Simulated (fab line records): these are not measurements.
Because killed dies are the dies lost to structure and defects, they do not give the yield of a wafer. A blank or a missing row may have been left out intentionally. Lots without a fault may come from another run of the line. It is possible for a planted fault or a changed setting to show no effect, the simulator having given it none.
Which of the tools did it? || flow nand-harc || 18 wafers from 6 lots sampled at 5 of the route's 1159 steps

## WHAT EACH GAUGE READ, for each wafer
NHARC_END_SORT_01.
{"lot": "L120", "measured": "day 24 06:42", "on": "prober-01", "defect-limited-yield (%)": "97.5 97.9 98.7"}

## WHAT TOOL EACH LOT RAN ON (gives the tool, then ch and the chambers of the sampled wafers, and finally the start)
{"lot": "L104", "NHARC_P_CONTACT_DEGAS_38": "pvd-sputter-01, day 5 23:32", "NHARC_P_M0_ETCH_34": "rie-diel-03 ch 1,2,3, day 6 17:23", "NHARC_P_M0_DEGAS_28": "pvd-sputter-01, day 6 18:13", "NHARC_P_M0_ANNEAL_30": "rtp-anneal-01 ch 0, day 6 19:31"}
{"lot": "L108", "NHARC_P_CONTACT_DEGAS_38": "pvd-sputter-01, day 6 20:38", "NHARC_P_M0_ETCH_34": "rie-diel-03 ch 2,3, day 7 04:26", "NHARC_P_M0_DEGAS_28": "pvd-sputter-02, day 7 05:18", "NHARC_P_M0_ANNEAL_30": "rtp-anneal-02 ch 0, day 7 06:02"}
{"lot": "L110", "NHARC_P_CONTACT_DEGAS_38": "pvd-sputter-01, day 7 06:19", "NHARC_P_M0_ETCH_34": "rie-diel-03 ch 1,2, day 7 10:38", "NHARC_P_M0_DEGAS_28": "pvd-sputter-01, day 7 11:29", "NHARC_P_M0_ANNEAL_30": "rtp-anneal-02 ch 0, day 7 12:13"}
{"lot": "L120", "NHARC_P_CONTACT_DEGAS_38": "pvd-sputter-01, day 10 04:22", "NHARC_P_M0_ETCH_34": "rie-diel-12 ch 1,2,3, day 10 09:09", "NHARC_P_M0_DEGAS_28": "pvd-sputter-03, day 10 09:59", "NHARC_P_M0_ANNEAL_30": "rtp-anneal-01 ch 0, day 10 10:43"}
{"lot": "L122", "NHARC_P_CONTACT_DEGAS_38": "pvd-sputter-03, day 10 12:01", "NHARC_P_M0_ETCH_34": "rie-diel-12 ch 0,2,3, day 10 16:53", "NHARC_P_M0_DEGAS_28": "pvd-sputter-02, day 10 17:43", "NHARC_P_M0_ANNEAL_30": "rtp-anneal-02 ch 0, day 10 18:34"}
{"lot": "L124", "NHARC_P_CONTACT_DEGAS_38": "pvd-sputter-02, day 11 04:35", "NHARC_P_M0_ETCH_34": "rie-diel-05 ch 1,2,3, day 11 11:10", "NHARC_P_M0_DEGAS_28": "pvd-sputter-02, day 11 12:07", "NHARC_P_M0_ANNEAL_30": "rtp-anneal-02 ch 0, day 11 12:52"}
- NHARC_P_CONTACT_DEGAS_38: time 60 s.
- NHARC_P_M0_ETCH_34: etches the open film in N2/H2, target depth 40 nm, overetch 12 nm, time 43.94 s.
- NHARC_P_M0_DEGAS_28: time 60 s.
- NHARC_P_M0_ANNEAL_30: time 90 s.

## THE ANSWER, worked out from the rows above alone
Rule: the usual values come from the lots themselves. Put in order of their means at a reading, lots are off if they are a third of the lots or fewer, leave a main group of 4 or more, and stand apart from it by a gap of 3 or more times the standard deviation of the main group's means; of several such gaps the widest counts. A main group whose means are all the same, to the digits that the tables above print for the reading, isn't used. A lot without any number at a reading at which 4 lots or more have one is off too. Where the step has rows for the other lots, those lots are counted as sound.
No lot is off on any of the readings shown, so nothing can be concluded from this.

## WHAT THE SIMULATOR HAD PUT IN
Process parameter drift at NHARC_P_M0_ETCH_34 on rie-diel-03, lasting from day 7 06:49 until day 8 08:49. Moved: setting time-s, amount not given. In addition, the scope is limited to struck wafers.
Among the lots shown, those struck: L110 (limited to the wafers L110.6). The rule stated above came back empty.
